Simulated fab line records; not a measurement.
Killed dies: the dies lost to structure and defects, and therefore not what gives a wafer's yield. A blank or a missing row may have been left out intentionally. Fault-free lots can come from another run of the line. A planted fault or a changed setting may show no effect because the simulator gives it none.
fab line records	flow n5-finfet
record: lots: 8	wafers: 24	last-day: 17
route steps=1938 shown BEOL_M4@1111 BEOL_M11@1593 BEOL_M15@1818 PASSIVATION@1936
lots untouched by any fault: they come from a run of this same line in which no faults occurred
start-h: start of the lot's first displayed wafer, in hours after the record's first day	wait-h: time in hours since the lot's previous step	" the same as in the row above	L1.1+2: a row that stands for several wafers	- no value, or no start was given	* or withheld: withheld	< > ~ a bound
route shown NAME@n: names a module that has steps shown in the file, with the first one's number in the route	usual: average and standard deviation across the fault-free wafers	same: alike in all rows	chamber/n: place in a boat	sites: the reading at each site	_std_site: the values' standard deviation	_edge_site: inner sites' mean taken away from outer sites' mean	radius-mm: for every site, how far away it sits from the centre of the wafer	mask NAME#n: copy n	behind: the tool/chamber that last shaped the wafer	hold: why the lot was held/for how many hours/how that ended	device: whichever transistor did not switch (one of n, p or np)	end of line: the route-end tests of the same wafers	where a step has no rows: the recipe by itself	killed: count of dies lost to structure and defects at first sort (not the wafer's yield)	map: a wafer's dies, x killed, . not, _ none there
set.NAME: the run value of the setting; set.NAME@STEP: its run value at that earlier step	model.NAME: the simulator's own value behind a step, which no gauge read
route steps across a sampled set of lots; one table per step, one row per wafer
services: a tool's chamber out of use, with start hour (start-h, from the record's first day; less than 0 if before it), hours out, and reason
== steps ==
step: N5_BEOL_M4_RC_MEAS_101
usual: DIBL_N: 36.5/2	DIBL_P: 36.5/2.3	IOFF_N: 0.16/0.036	IOFF_P: 0.21/0.037	ION_N: 672/12	ION_P: 459/7.1	SS_N: 71.6/0.73	SS_P: 73.4/0.76	VT_N: 250/3.3	VT_P: -250.5/2.9
lot.wafer	tool	chamber	start-h	wait-h	DIBL_N[mV/V]	DIBL_P[mV/V]	IOFF_N[nA/um]	IOFF_P[nA/um]	ION_N[uA/um]	ION_P[uA/um]	SS_N[mV/dec]	SS_P[mV/dec]	VT_N[mV]	VT_P[mV]
L743.1	prober-01	0	194.93	0.0	32.9	33.3	0.11	0.17	671	465	70.6	72.2	253	-255.8
L743.4	"	0	"	"	36.0	36.4	0.15	0.21	682	468	70.7	73.5	249	-247.8
L743.5	"	0	"	"	31.2	31.0	0.10	0.14	672	465	69.7	72.0	257	-254.7
L742.1	prober-01	0	199.42	0.0	40.0	39.5	0.23	0.28	695	472	72.2	74.4	246	-246.4
L742.2	"	0	"	"	40.9	41.1	0.25	0.32	679	457	72.4	74.7	245	-248.5
L742.6	"	0	"	"	35.9	34.9	0.14	0.19	657	451	71.0	73.1	251	-251.8
L744.3	prober-02	0	201.96	0.3	37.3	35.9	0.20	0.24	665	450	71.8	73.2	244	-250.3
L744.4	"	0	"	"	36.1	35.1	0.18	0.24	679	467	71.3	73.1	249	-250.9
L744.5	"	0	"	"	35.4	33.9	0.17	0.21	689	470	71.3	73.8	246	-248.8
L749.3	prober-02	0	260.43	0.3	36.6	37.2	0.17	0.23	676	463	71.1	73.9	250	-246.2
L749.4	"	0	"	"	37.1	38.2	0.18	0.26	684	472	71.7	74.3	246	-246.0
L749.5	"	0	"	"	34.2	34.3	0.12	0.18	663	460	70.6	72.4	255	-249.6
L754.1	prober-02	0	262.70	0.0	37.0	35.9	0.15	0.20	671	459	72.1	73.0	251	-251.3
L754.2	"	0	"	"	37.3	34.9	0.14	0.19	645	444	71.8	72.9	253	-251.0
L754.3	"	0	"	"	39.1	38.0	0.19	0.25	681	464	71.4	73.8	249	-246.2
L755.2	prober-01	0	280.33	0.2	36.3	34.2	0.15	0.18	670	454	71.7	73.4	251	-254.5
L755.4	"	0	"	"	36.5	35.2	0.15	0.19	683	465	71.3	73.0	248	-249.9
L755.6	"	0	"	"	36.8	35.0	0.15	0.19	663	453	72.0	73.7	254	-252.3
L759.4	prober-01	0	297.56	0.5	39.5	41.0	0.23	0.29	697	475	71.6	74.7	243	-246.4
L759.5	"	0	"	"	36.8	37.8	0.18	0.24	688	464	71.4	73.5	246	-246.8
L759.6	"	0	"	"	34.2	34.2	0.12	0.17	664	459	71.0	72.8	254	-250.7
L758.3	prober-02	0	298.06	0.3	36.7	36.8	0.15	0.20	670	454	71.4	73.5	253	-255.1
L758.4	"	0	"	"	38.1	38.8	0.17	0.22	671	458	71.5	73.9	248	-251.8
L758.6	"	0	"	"	38.2	38.9	0.17	0.23	678	458	72.2	73.0	249	-251.8
step: N5_BEOL_M11_SPUTTER_48
recipe: material: Cu	target-thk-a: 120	temp-c: -20	bias-v: 60	power-w: 26000	chamber-pressure-pa: 0.13	time-s: 2
usual: throttle-valve-pct: 29.9/0.87
lot.wafer	tool	chamber	start-h	wait-h	throttle-valve-pct
L744.3	pvd-sputter-03	-	261.62	1.5	29.8
L744.4	"	-	"	"	30.9
L744.5	"	-	"	"	29.8
L742.1	pvd-sputter-03	-	263.30	0.1	31.2
L742.2	"	-	"	"	30.0
L742.6	"	-	"	"	30.9
L743.1	pvd-sputter-03	-	263.38	0.1	30.5
L743.4	"	-	"	"	30.9
L743.5	"	-	"	"	30.8
L749.3	pvd-sputter-02	-	332.70	1.1	30.5
L749.4	"	-	"	"	30.8
L749.5	"	-	"	"	29.8
L754.1	pvd-sputter-02	-	333.88	0.1	30.8
L754.2	"	-	"	"	29.8
L754.3	"	-	"	"	28.7
L755.2	pvd-sputter-01	-	353.61	0.2	28.2
L755.4	"	-	"	"	29.6
L755.6	"	-	"	"	28.2
L758.3	pvd-sputter-03	-	366.19	0.1	30.1
L758.4	"	-	"	"	30.6
L758.6	"	-	"	"	30.9
L759.4	pvd-sputter-03	-	366.51	0.1	30.5
L759.5	"	-	"	"	31.1
L759.6	"	-	"	"	30.8
step: N5_BEOL_M15_PRE_CLEAN_42
recipe: gas: H2/He	time-s: 30	temp-c: 300
usual: heater-power-w: 463/36
lot.wafer	tool	chamber	start-h	wait-h	heater-power-w
L742.1	pvd-sputter-02	-	296.43	0.0	472
L742.2	"	-	"	"	461
L742.6	"	-	"	"	521
L743.1	pvd-sputter-01	-	296.51	0.0	492
L743.4	"	-	"	"	439
L743.5	"	-	"	"	445
L744.3	pvd-sputter-01	-	296.91	0.0	484
L744.4	"	-	"	"	441
L744.5	"	-	"	"	446
L754.1	pvd-sputter-01	-	367.51	0.0	461
L754.2	"	-	"	"	485
L754.3	"	-	"	"	454
L749.3	pvd-sputter-01	-	373.45	0.0	466
L749.4	"	-	"	"	482
L749.5	"	-	"	"	480
L755.2	pvd-sputter-03	-	385.16	0.0	443
L755.4	"	-	"	"	433
L755.6	"	-	"	"	435
L758.3	pvd-sputter-02	-	392.87	0.0	475
L758.4	"	-	"	"	462
L758.6	"	-	"	"	540
L759.4	pvd-sputter-01	-	394.67	0.0	433
L759.5	"	-	"	"	439
L759.6	"	-	"	"	465
step: N5_BEOL_M15_SPUTTER_45
recipe: material: Cu	target-thk-a: 1000	temp-c: -20	bias-v: 60	power-w: 26000	chamber-pressure-pa: 0.13	time-s: 16.67
usual: throttle-valve-pct: 29.9/0.88
lot.wafer	tool	chamber	start-h	wait-h	throttle-valve-pct
L742.1	pvd-sputter-02	-	296.63	0.0	29.0
L742.2	"	-	"	"	29.2
L742.6	"	-	"	"	30.8
L743.1	pvd-sputter-01	-	296.71	0.0	28.3
L743.4	"	-	"	"	29.1
L743.5	"	-	"	"	30.3
L744.3	pvd-sputter-01	-	297.11	0.0	28.2
L744.4	"	-	"	"	29.4
L744.5	"	-	"	"	30.0
L754.1	pvd-sputter-01	-	367.71	0.0	29.5
L754.2	"	-	"	"	27.9
L754.3	"	-	"	"	29.2
L749.3	pvd-sputter-01	-	373.65	0.0	29.6
L749.4	"	-	"	"	27.9
L749.5	"	-	"	"	27.9
L755.2	pvd-sputter-03	-	385.36	0.0	30.0
L755.4	"	-	"	"	30.7
L755.6	"	-	"	"	30.8
L758.3	pvd-sputter-02	-	393.07	0.0	28.8
L758.4	"	-	"	"	30.1
L758.6	"	-	"	"	30.6
L759.4	pvd-sputter-01	-	394.87	0.0	30.3
L759.5	"	-	"	"	29.7
L759.6	"	-	"	"	29.5
step: N5_BEOL_M15_CMP_49
recipe: stop-on: SiO2	t-overpolish-s: 4.9	down-force-psi: 2	platen-rpm: 80	clearing-platen-down-force-psi: 2	clearing-platen-rpm: 80	post-cmp-clean: cu-alkaline	target-thk-nm: 850	clearing-platen-pad-velocity-m-s: 1.5917	pad-velocity-m-s: 1.5917
usual: barrier-field-endpoint-s: 11.3/0.31	motor-current-A: 8.3/0.87	overpolish-run-s: 4.900/0.0096
lot.wafer	tool	chamber	start-h	wait-h	barrier-field-endpoint-s	motor-current-A	overpolish-run-s
L742.1	cmp-01	1	300.03	0.3	11.1	8.6	4.896
L742.2	"	3	"	"	11.5	9.2	4.889
L742.6	"	2	"	"	11.0	8.4	4.901
L743.1	cmp-04	0	300.48	0.3	11.4	9.0	4.894
L743.4	"	3	"	"	11.0	9.7	4.908
L743.5	"	0	"	"	11.2	8.7	4.905
L744.3	cmp-04	2	301.47	0.2	11.4	8.4	4.893
L744.4	"	0	"	"	11.6	9.2	4.883
L744.5	"	3	"	"	11.8	9.5	4.912
L754.2	cmp-01	1	370.49	0.2	11.0	8.2	4.899
L754.1	"	2	"	"	11.1	7.9	4.908
L754.3	"	3	"	"	11.1	9.6	4.899
L749.3	cmp-02	1	374.87	0.2	11.5	6.9	4.888
L749.4	"	0	"	"	11.4	7.1	4.906
L749.5	"	2	"	"	11.9	7.2	4.910
L755.2	cmp-02	0	386.91	0.2	11.4	7.0	4.893
L755.4	"	1	"	"	11.5	6.7	4.911
L755.6	"	3	"	"	11.7	7.5	4.918
L758.4	cmp-04	3	393.74	0.1	11.6	8.9	4.904
L758.3	"	2	"	"	11.5	8.6	4.891
L758.6	"	0	"	"	11.5	8.8	4.917
L759.4	cmp-01	2	395.63	0.1	10.7	8.7	4.898
L759.6	"	2	"	"	10.9	8.4	4.887
L759.5	"	3	"	"	11.1	9.5	4.922
step: N5_BEOL_M15_RC_MEAS_101
usual: COMB_M10: 1.41e-11/2.8e-12	COMB_M11: 1.5e-11/3.1e-12	COMB_M12: 6.2e-12/1.3e-12	COMB_M13: 4.5e-12/9.7e-13	COMB_M14: 3.4e-12/7.4e-13	COMB_M15: 2.2e-12/5.7e-13	COMB_M5: 3.6e-11/7.8e-12	COMB_M6: 2.5e-11/5.7e-12	COMB_M7: 2.5e-11/5.1e-12	COMB_M8: 2.6e-11/5.4e-12	COMB_M9: 1.5e-11/3.4e-12	SERP_M10: 3.11/0.098	SERP_M11: 3.10/0.1	SERP_M11_max_site: 3.19/0.097	SERP_M12: 0.646/0.02	SERP_M13: 0.311/0.0067	SERP_M14: 0.161/0.0043	SERP_M14_max_site: 0.163/0.0044	SERP_M5: 39.6/1.7	SERP_M6: 13.9/0.63	SERP_M7: 13.9/0.58	SERP_M8: 13.9/0.58	SERP_M9: 3.09/0.08
lot.wafer	tool	chamber	start-h	wait-h	COMB_M10[S/m]	COMB_M11[S/m]	COMB_M12[S/m]	COMB_M13[S/m]	COMB_M14[S/m]	COMB_M15[S/m]	COMB_M5[S/m]	COMB_M6[S/m]	COMB_M7[S/m]	COMB_M8[S/m]	COMB_M9[S/m]	SERP_M10[ohm/um]	SERP_M11[ohm/um]	SERP_M11_max_site[ohm/um]	SERP_M12[ohm/um]	SERP_M13[ohm/um]	SERP_M14[ohm/um]	SERP_M14_max_site[ohm/um]	SERP_M5[ohm/um]	SERP_M6[ohm/um]	SERP_M7[ohm/um]	SERP_M8[ohm/um]	SERP_M9[ohm/um]
L742.1	prober-01	0	300.50	0.0	1.3e-11	1.7e-11	9.5e-12	4.6e-12	4.1e-12	1.8e-12	4.2e-11	3.3e-11	3.3e-11	2.9e-11	2.1e-11	3.13	3.21	~7142.9	0.612	0.329	0.159	0.160	38.9	13.8	14.6	14.5	3.07
L742.2	"	0	"	"	1.7e-11	1.4e-11	7e-12	4.7e-12	2.8e-12	2.4e-12	3.7e-11	2.9e-11	3.5e-11	2.2e-11	1.3e-11	3.07	2.95	3.17	0.649	0.306	0.165	0.167	40.1	13.2	13.5	15.3	3.05
L742.6	"	0	"	"	1.45e-11	1.8e-11	5.2e-12	4e-12	4.3e-12	2.1e-12	4.2e-11	2.3e-11	3.2e-11	2.3e-11	1.7e-11	3.11	2.88	~7142.9	0.639	0.329	0.165	0.167	37.0	13.9	14.0	14.0	3.02
L743.1	prober-02	0	300.97	0.0	1.16e-11	1.4e-11	5.2e-12	3.5e-12	4e-12	2e-12	3.5e-11	1.8e-11	3.2e-11	1.8e-11	1.2e-11	3.27	3.06	~7142.9	0.676	0.319	0.162	0.164	39.1	14.3	14.3	14.0	3.14
L743.4	"	0	"	"	1.24e-11	1.4e-11	4.6e-12	4.7e-12	4e-12	2.2e-12	3.3e-11	2e-11	2.5e-11	3.1e-11	1.1e-11	3.00	3.25	~7142.9	0.657	0.311	0.161	0.162	40.4	13.6	13.7	13.8	3.09
L743.5	"	0	"	"	1.81e-11	1.4e-11	5.1e-12	3.6e-12	2.8e-12	2e-12	3.1e-11	2.5e-11	2.7e-11	2.5e-11	1.6e-11	3.25	3.22	3.30	0.631	0.318	0.164	0.165	39.1	14.1	14.2	14.5	3.07
L744.3	prober-01	0	302.25	0.3	1.35e-11	1.6e-11	7.1e-12	3.7e-12	4.2e-12	2e-12	2.7e-11	3e-11	3e-11	1.7e-11	1.2e-11	3.13	3.19	3.23	0.636	0.326	0.163	0.166	36.7	14.4	13.0	14.8	3.00
L744.4	"	0	"	"	1.92e-11	1.6e-11	7.7e-12	4.3e-12	3.4e-12	2.5e-12	2.5e-11	2.5e-11	3.2e-11	2.6e-11	2e-11	3.20	2.99	3.07	0.670	0.329	0.161	0.163	37.8	13.8	14.2	14.8	2.92
L744.5	"	0	"	"	1.53e-11	1.6e-11	6.4e-12	3.9e-12	2.8e-12	2.4e-12	3e-11	2.4e-11	2.9e-11	3.6e-11	1.1e-11	3.17	3.04	3.12	0.651	0.305	0.166	0.167	41.2	13.6	15.3	14.1	2.96
L754.1	prober-01	0	370.97	0.0	1.12e-11	9e-12	6.8e-12	5e-12	3.1e-12	2.8e-12	4e-11	3e-11	2.4e-11	2.7e-11	1.7e-11	2.97	3.06	3.12	0.652	0.303	0.164	0.166	37.2	14.1	14.2	13.8	3.10
L754.2	"	0	"	"	1.14e-11	1.9e-11	7.6e-12	6e-12	3.5e-12	2.5e-12	4e-11	2.7e-11	2.6e-11	3.3e-11	1.5e-11	3.10	2.95	3.01	0.665	0.301	0.156	0.157	37.8	13.7	13.2	14.2	3.20
L754.3	"	0	"	"	9.8e-12	1.3e-11	5.7e-12	3.8e-12	3.4e-12	3.3e-12	5e-11	3.9e-11	2.6e-11	3.5e-11	1.3e-11	3.08	3.06	3.16	0.618	0.298	0.157	0.159	42.9	14.0	14.1	12.8	3.07
L749.3	prober-02	0	375.66	0.3	1.26e-11	1.7e-11	4.6e-12	3.4e-12	2.9e-12	1.8e-12	4e-11	1.8e-11	3.1e-11	2.4e-11	1.5e-11	3.06	3.05	3.12	0.627	0.310	0.165	0.167	41.2	14.0	13.2	14.0	3.06
L749.4	"	0	"	"	8.1e-12	1.4e-11	4.4e-12	4e-12	4e-12	2e-12	3.1e-11	2.5e-11	2.1e-11	2.4e-11	1.5e-11	3.15	2.97	3.10	0.631	0.312	0.161	0.164	42.3	14.4	13.4	13.5	3.11
L749.5	"	0	"	"	1.41e-11	1.4e-11	5e-12	2.8e-12	2.8e-12	1.6e-12	3.6e-11	1.9e-11	2.2e-11	2.1e-11	1.4e-11	3.10	3.11	3.17	0.613	0.314	0.164	0.166	40.6	13.8	13.2	14.4	3.01
L755.2	prober-01	0	387.51	0.2	1.56e-11	1.1e-11	5e-12	3.5e-12	3.6e-12	3.3e-12	2.6e-11	2.7e-11	2.9e-11	3.9e-11	1.5e-11	2.89	3.16	3.24	0.652	0.309	0.163	0.166	37.9	14.7	13.2	15.3	3.01
L755.4	"	0	"	"	1.21e-11	1.5e-11	6.4e-12	4.2e-12	4.2e-12	2.5e-12	5.1e-11	2.4e-11	2.8e-11	2.2e-11	2.2e-11	3.07	3.39	3.48	0.664	0.305	0.158	0.159	36.1	14.8	14.6	15.3	3.06
L755.6	"	0	"	"	1.26e-11	1.1e-11	6.6e-12	4.3e-12	3.7e-12	2.7e-12	3.6e-11	2.8e-11	1.8e-11	3.8e-11	1.6e-11	2.92	3.34	3.38	0.628	0.319	0.168	0.170	37.8	14.3	13.7	14.8	3.11
L758.3	prober-02	0	394.52	0.3	1.51e-11	1.1e-11	6.6e-12	4.1e-12	3.1e-12	2.7e-12	3e-11	2.8e-11	2.5e-11	3.2e-11	1.1e-11	3.26	3.23	3.29	0.643	0.307	0.161	0.163	38.0	12.8	14.0	13.0	3.15
L758.4	"	0	"	"	1.67e-11	1.4e-11	6.7e-12	5.3e-12	1.8e-12	2.2e-12	3.7e-11	2.4e-11	1.5e-11	3.5e-11	1.3e-11	3.02	3.19	3.28	0.637	0.309	0.163	0.165	39.7	12.8	13.6	13.1	3.11
L758.6	"	0	"	"	1.18e-11	1.2e-11	7.1e-12	4.7e-12	2.5e-12	1.8e-12	1.7e-11	1.6e-11	2.3e-11	2.3e-11	2.1e-11	3.11	3.28	3.35	0.654	0.317	0.160	0.162	38.7	13.3	14.0	13.4	3.08
L759.4	prober-02	0	396.58	0.5	1.47e-11	1.1e-11	6.2e-12	5.2e-12	2.6e-12	1.4e-12	2.5e-11	2.1e-11	2.3e-11	1.5e-11	1.5e-11	3.02	3.18	3.31	0.654	0.308	0.158	0.161	37.8	13.6	15.5	13.1	3.02
L759.5	"	0	"	"	1.24e-11	1.6e-11	5e-12	4.5e-12	3.2e-12	2.3e-12	4.8e-11	2.4e-11	2.2e-11	2.1e-11	1.2e-11	2.99	2.96	3.14	0.656	0.306	0.159	0.161	40.6	14.3	13.8	13.8	3.02
L759.6	"	0	"	"	1.47e-11	1.3e-11	7.4e-12	6.3e-12	2.3e-12	2.4e-12	2.8e-11	2.1e-11	2.3e-11	2.4e-11	9e-12	2.95	3.19	3.24	0.637	0.319	0.158	0.158	40.0	14.0	14.5	14.1	3.12
step: N5_PASSIVATION_PROBE_49
usual: defect-limited-yield: 91.4/1.4	killed_at_M0_to_M3: 33/11	killed_at_M4_up: 13/5.3	killed-at-contacts: 13/6.1	killed-at-front-end: 40/11	killed-at-other: 2.9/2.7	killed-dies: 102/17	killed-on-rim: 14/4.2	killed-open: 68/13	killed-short: 32/7.5	sort_bin_4_leakage: 0.00/0.022	sort_bin_5_function: 5.1/0.98	sort_bin_6_memory: 3.2/0.69	sort_bin_8_speed: 0.1/1.1	sort-n-pass: 1077/21	sort-yield-pct: 91.3/1.7
same: gross-dies: 1180	killed-at-back-side: 0
lot.wafer	tool	chamber	start-h	wait-h	defect-limited-yield[%]	killed_at_M0_to_M3	killed_at_M4_up	killed-at-contacts	killed-at-front-end	killed-at-other	killed-dies	killed-on-rim	killed-open	killed-short	sort_bin_4_leakage[%]	sort_bin_5_function[%]	sort_bin_6_memory[%]	sort_bin_8_speed[%]	sort-n-pass	sort-yield-pct[%]
L743.1	prober-02	-	316.17	0.0	78.9	28	161	6	48	6	249	40	49	51	0	12.9	7.5	0	931	78.9
L743.4	prober-02	-	316.32	0.2	77.4	20	157	21	59	10	267	40	88	30	0	14.3	7.9	0	913	77.4
L743.5	prober-02	-	316.37	0.2	91.0	25	7	11	60	3	106	20	73	33	0	5.0	3.8	0	1074	91.0
L742.1	prober-02	-	316.77	0.0	76.5	41	171	7	52	6	277	46	82	33	0	14.7	8.3	0	903	76.5
L742.2	prober-02	-	316.82	0.1	94.2	22	14	7	26	0	69	10	47	20	0	3.3	2.0	0	1111	94.2
L742.6	prober-02	-	317.02	0.3	79.2	24	157	5	59	1	246	34	71	32	0	13.0	7.5	0	934	79.2
L744.3	prober-02	-	320.54	0.1	93.5	21	11	20	24	1	77	5	52	24	0	3.1	3.1	0	1103	93.5
L744.4	prober-02	-	320.59	0.2	94.1	16	12	15	26	1	70	7	51	19	0	3.9	1.8	0	1110	94.1
L744.5	prober-02	-	320.64	0.2	94.6	18	11	9	25	1	64	9	39	25	0	3.2	1.9	0	1116	94.6
L754.1	prober-02	-	383.31	0.0	92.0	24	19	17	34	0	94	11	63	31	0	4.2	3.3	0	1086	92.0
L754.2	prober-02	-	383.36	0.1	89.3	65	15	6	40	0	126	12	78	47	0	6.9	3.6	0.3	1051	89.1
L754.3	prober-02	-	383.41	0.1	92.1	47	9	9	26	2	93	13	55	37	0	4.6	3.1	0	1087	92.1
L749.3	prober-02	-	390.38	0.1	91.6	36	11	11	28	13	99	10	66	32	0	4.6	3.3	0	1081	91.6
L749.4	prober-02	-	390.43	0.2	92.5	28	7	13	36	4	88	19	57	31	0	3.9	3.2	0	1092	92.5
L749.5	prober-02	-	390.48	0.2	90.9	39	12	10	41	5	107	14	75	30	0	5.3	3.5	0	1073	90.9
L758.3	prober-01	-	409.07	0.1	90.2	38	10	34	30	4	116	17	80	35	0	5.8	3.7	0	1064	90.2
L758.4	prober-01	-	409.12	0.2	89.1	40	9	22	45	13	129	16	91	35	0	6.3	4.5	0	1051	89.1
L758.6	prober-01	-	409.22	0.3	90.9	34	18	30	21	4	107	12	81	25	0	5.1	3.7	0	1073	90.9
killed by level:class
L743.1 BEOL_M11:interface-void-opened=149 FIN_SAQP:geometric-particle:open=16 FIN_SAQP:geometric-particle:short=14 BEOL_M2:geometric-particle:short=10 BEOL_M0_SAQP:geometric-particle:open=5 BEOL_M4:geometric-particle:open=5 MOL_CONTACT_COAG:geometric-particle:open=4 BEOL_M1:geometric-particle:short=4
L743.4 BEOL_M11:interface-void-opened=148 FIN_SAQP:geometric-particle:open=22 MOL_CONTACT_COAG:geometric-particle:open=19 STI_FIN_REVEAL:geometric-particle:open=17 FIN_SAQP:geometric-particle:short=7 BEOL_M2:geometric-particle:short=7 STARTING-WAFER:geometric-particle:open=4 BEOL_M0_SAQP:geometric-particle:open=4
L743.5 FIN_SAQP:geometric-particle:open=16 STI_FIN_REVEAL:geometric-particle:open=10 MOL_CONTACT_COAG:geometric-particle:open=9 FIN_SAQP:geometric-particle:short=7 GATE_CUT:geometric-particle:short=7 STARTING-WAFER:geometric-particle:short=7 BEOL_M3:geometric-particle:open=7 DUMMY_GATE:geometric-particle:open=6
L742.1 BEOL_M11:interface-void-opened=160 BEOL_M0_SAQP:geometric-particle:open=16 STI_FIN_REVEAL:geometric-particle:open=11 BEOL_M2:geometric-particle:open=8 FIN_SAQP:geometric-particle:short=7 FIN_SAQP:geometric-particle:open=6 MOL_CONTACT_COAG:geometric-particle:open=6 BEOL_M3:geometric-particle:open=6
L742.2 BEOL_M2:geometric-particle:open=8 STARTING-WAFER:geometric-particle:open=7 STI_FIN_REVEAL:geometric-particle:open=5 MOL_CONTACT_COAG:geometric-particle:open=4 BEOL_M1:geometric-particle:short=4 BEOL_M4:geometric-particle:open=4 FIN_SAQP:geometric-particle:open=3 GATE_CUT:geometric-particle:short=3
L742.6 BEOL_M11:interface-void-opened=143 STI_FIN_REVEAL:geometric-particle:open=19 FIN_SAQP:geometric-particle:open=10 BEOL_M4:geometric-particle:open=9 FIN_SAQP:geometric-particle:short=8 BEOL_M0_SAQP:geometric-particle:short=6 BEOL_M0_SAQP:geometric-particle:open=6 STARTING-WAFER:geometric-particle:open=5
L744.3 MOL_CONTACT_COAG:geometric-particle:open=16 FIN_SAQP:geometric-particle:short=8 FIN_SAQP:geometric-particle:open=6 BEOL_M4:geometric-particle:open=6 BEOL_M1:geometric-particle:open=5 MOL_CONTACT_COAG:geometric-particle:short=4 BEOL_M0_SAQP:geometric-particle:short=4 BEOL_M2:geometric-particle:open=4
L744.4 MOL_CONTACT_COAG:geometric-particle:open=9 FIN_SAQP:geometric-particle:open=8 BEOL_M4:geometric-particle:open=7 MOL_CONTACT_COAG:geometric-particle:short=6 BEOL_M1:geometric-particle:open=5 GATE_CUT:geometric-particle:short=4 BEOL_M0_SAQP:geometric-particle:open=4 BEOL_M3:geometric-particle:open=3
L744.5 MOL_CONTACT_COAG:geometric-particle:open=6 GATE_CUT:geometric-particle:open=5 BEOL_M4:geometric-particle:open=5 GATE_CUT:geometric-particle:short=4 BEOL_M1:geometric-particle:open=4 MOL_CONTACT_COAG:geometric-particle:short=3 BEOL_M0_SAQP:geometric-particle:open=3 BEOL_M3:geometric-particle:open=3
L754.1 MOL_CONTACT_COAG:geometric-particle:open=13 FIN_SAQP:geometric-particle:short=10 BEOL_M4:geometric-particle:open=9 BEOL_M2:geometric-particle:open=6 STARTING-WAFER:geometric-particle:open=6 FIN_SAQP:geometric-particle:open=4 STI_FIN_REVEAL:geometric-particle:open=4 MOL_CONTACT_COAG:geometric-particle:short=4
L754.2 BEOL_M1:geometric-particle:open=16 BEOL_M0_SAQP:geometric-particle:short=12 FIN_SAQP:geometric-particle:short=11 BEOL_M0_SAQP:geometric-particle:open=9 FIN_SAQP:geometric-particle:open=8 BEOL_M0:geometric-particle:open=7 DUMMY_GATE:geometric-particle:open=5 BEOL_M1:geometric-particle:short=5
L754.3 BEOL_M0_SAQP:geometric-particle:open=15 MOL_CONTACT_COAG:geometric-particle:open=9 BEOL_M0_SAQP:geometric-particle:short=8 FIN_SAQP:geometric-particle:short=6 BEOL_M1:geometric-particle:open=6 GATE_CUT:geometric-particle:short=5 BEOL_M3:geometric-particle:open=5 BEOL_M2:geometric-particle:open=4
L749.3 BEOL_M0_SAQP:geometric-particle:open=11 BEOL_M0_SAQP:geometric-particle:short=10 MOL_CONTACT_COAG:geometric-particle:open=9 STARTING-WAFER:geometric-particle:short=7 FIN_SAQP:geometric-particle:open=6 BEOL_M2:geometric-particle:open=6 PASS1_CAP:geometric-particle:open=5 GATE_CUT:geometric-particle:open=4
L749.4 BEOL_M2:geometric-particle:open=12 FIN_SAQP:geometric-particle:open=11 MOL_CONTACT_COAG:geometric-particle:open=10 GATE_CUT:geometric-particle:short=8 BEOL_M0_SAQP:geometric-particle:open=4 BEOL_M0_SAQP:geometric-particle:short=4 STARTING-WAFER:geometric-particle:short=4 STARTING-WAFER:geometric-particle:open=4
L749.5 FIN_SAQP:geometric-particle:open=12 MOL_CONTACT_COAG:geometric-particle:open=9 BEOL_M4:geometric-particle:open=9 FIN_SAQP:geometric-particle:short=8 BEOL_M2:geometric-particle:open=8 BEOL_M0_SAQP:geometric-particle:open=7 BEOL_M0_SAQP:geometric-particle:short=7 BEOL_M1:geometric-particle:open=7
L758.3 MOL_CONTACT_COAG:geometric-particle:open=31 BEOL_M0_SAQP:geometric-particle:short=8 BEOL_M1:geometric-particle:open=8 BEOL_M3:geometric-particle:open=8 GATE_CUT:geometric-particle:short=6 BEOL_M0_SAQP:geometric-particle:open=5 STI_FIN_REVEAL:geometric-particle:open=4 BEOL_M2:geometric-particle:open=4
L758.4 STI_FIN_REVEAL:geometric-particle:open=19 MOL_CONTACT_COAG:geometric-particle:open=19 BEOL_M0_SAQP:geometric-particle:short=9 BEOL_M1:geometric-particle:open=9 BEOL_M4:geometric-particle:open=7 BEOL_M0_SAQP:geometric-particle:open=6 BEOL_M2:geometric-particle:open=6 PASS1_CAP:geometric-particle:open=5
L758.6 MOL_CONTACT_COAG:geometric-particle:open=25 BEOL_M0_SAQP:geometric-particle:open=11 BEOL_M2:geometric-particle:open=10 BEOL_M4:geometric-particle:open=10 MOL_CONTACT_COAG:geometric-particle:short=5 FIN_SAQP:geometric-particle:open=3 DUMMY_GATE:geometric-particle:short=3 ILD0:geometric-particle:open=3
== services ==
tool	chamber	start-h	hours	kind
cmp-02	-	245.11	0.5	repair
cmp-02	-	258.02	6.3	pm
cmp-01	-	263.32	4.0	pm
cmp-01	-	267.32	-	consumable-replace:conditioner
cmp-01	-	267.32	-	consumable-replace:pad
cmp-01	-	271.26	0.5	repair
cmp-02	-	272.79	0.7	repair
cmp-01	-	273.23	6.1	pm
cmp-02	-	314.61	3.1	repair
cmp-02	-	326.60	5.2	pm
cmp-01	-	338.09	1.4	repair
cmp-04	-	339.24	4.0	pm
cmp-04	-	343.24	-	consumable-replace:conditioner
cmp-04	-	343.24	-	consumable-replace:pad
cmp-02	-	357.46	8.7	repair
pvd-sputter-02	-	357.48	4.6	repair
cmp-02	-	370.05	4.0	pm
cmp-02	-	374.05	-	consumable-replace:conditioner
cmp-02	-	374.05	-	consumable-replace:pad
== key ==
first-sign: step: N5_BEOL_M15_RC_MEAS_101	reading: SERP_M11_max_site	direction: up	sigmas: 99+	usual: 3.19	struck: ~7142.9
effect: step: N5_PASSIVATION_PROBE_49	reading: killed_at_M4_up	direction: up	sigmas: 28	usual: 13	struck: 162
more-kills-born-at: N5_BEOL_M11_SPUTTER_48@pvd-sputter-03: 600
met-at N5_BEOL_M11_SPUTTER_48
struck-lots L742,L743
struck-wafers L742.1,L742.6,L743.1,L743.4
not-acting-at N5_BEOL_M15_PRE_CLEAN_42,N5_BEOL_M15_SPUTTER_45,N5_BEOL_M15_CMP_49
fault: kind: process-parameter-drift	tool: pvd-sputter-03	chamber: -	onset-h: 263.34	steps: N5_BEOL_M11_SPUTTER_48	channel: time-s	offset: *	shape: step	end-h: 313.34	scope: struck-wafers-only	acts-in: *	stated: *
